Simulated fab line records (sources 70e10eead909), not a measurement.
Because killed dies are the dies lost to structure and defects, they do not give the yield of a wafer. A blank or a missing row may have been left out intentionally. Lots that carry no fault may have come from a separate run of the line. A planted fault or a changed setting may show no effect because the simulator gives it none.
Chamber matching | flow nand-harc | NHARC_A_CHANNEL_FILL_D1_ALD_02 on ald-hk-04: 4 sister chambers
The step deposits SiO2, target thk 6 nm, pulse time 10 s, ald cycles 60. 8 wafers are shown with their chamber, then 9 later ones without.

## EACH WAFER AND ITS CHAMBER
wafer  | chamber | heater-power-w (W) | precursor-pulse-height-rel
L081.6 | 3       | 442                | 1.013
L084.1 | 1       | 454                | 1.027
L086.3 | 2       | 447                | 1.007
L086.5 | 0       | 453                | 1.003
L086.6 | 1       | 438                | 0.982
L090.1 | 0       | 447                | 1.005
L090.4 | 3       | 442                | 0.975
L090.6 | 2       | 448                | 1.037

## WAFERS WITH NO CHAMBER GIVEN
wafer  | heater-power-w (W) | precursor-pulse-height-rel
L091.1 | 446                | 0.981
L091.2 | 469                | 0.997
L091.3 | 449                | 0.980
L092.1 | 439                | 1.015
L092.3 | 459                | 1.011
L092.4 | 449                | 0.980
L096.1 | 452                | 1.000
L096.5 | 457                | 0.994
L096.6 | 451                | 0.983

## EACH ONE'S CHAMBER
wafer  | from the rows above               | in truth
L091.1 | can't be placed: 3 or 1 or 0 or 2 | 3
L091.2 | can't be placed: 0 or 2 or 1 or 3 | 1
L091.3 | can't be placed: 0 or 1 or 3 or 2 | 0
L092.1 | can't be placed: 3 or 1 or 2 or 0 | 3
L092.3 | can't be placed: 0 or 2 or 1 or 3 | 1
L092.4 | can't be placed: 0 or 1 or 3 or 2 | 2
L096.1 | can't be placed: 0 or 1 or 2 or 3 | 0
L096.5 | can't be placed: 0 or 1 or 2 or 3 | 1
L096.6 | can't be placed: 0 or 1 or 3 or 2 | 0
Correct placement for 0 of the 9. Cannot be placed on the basis of these rows: 9; the candidates contain the true chamber in 9. Placed wrongly: 0.
How it was worked out, from the rows above alone: a wafer's distance from a chamber is the root of the sum, over the readings, of the square of ((its reading less the chamber's mean) divided by the reading's scatter). The wafer belongs to the nearest chamber; if the next one is less than 2 further off, it can't be placed. Each chamber's mean is taken over the wafers shown for it. How the scatter is found: for the shown wafers, subtract from each reading the mean of its chamber, square and add these, divide the total by (wafers less chambers), then take the root.
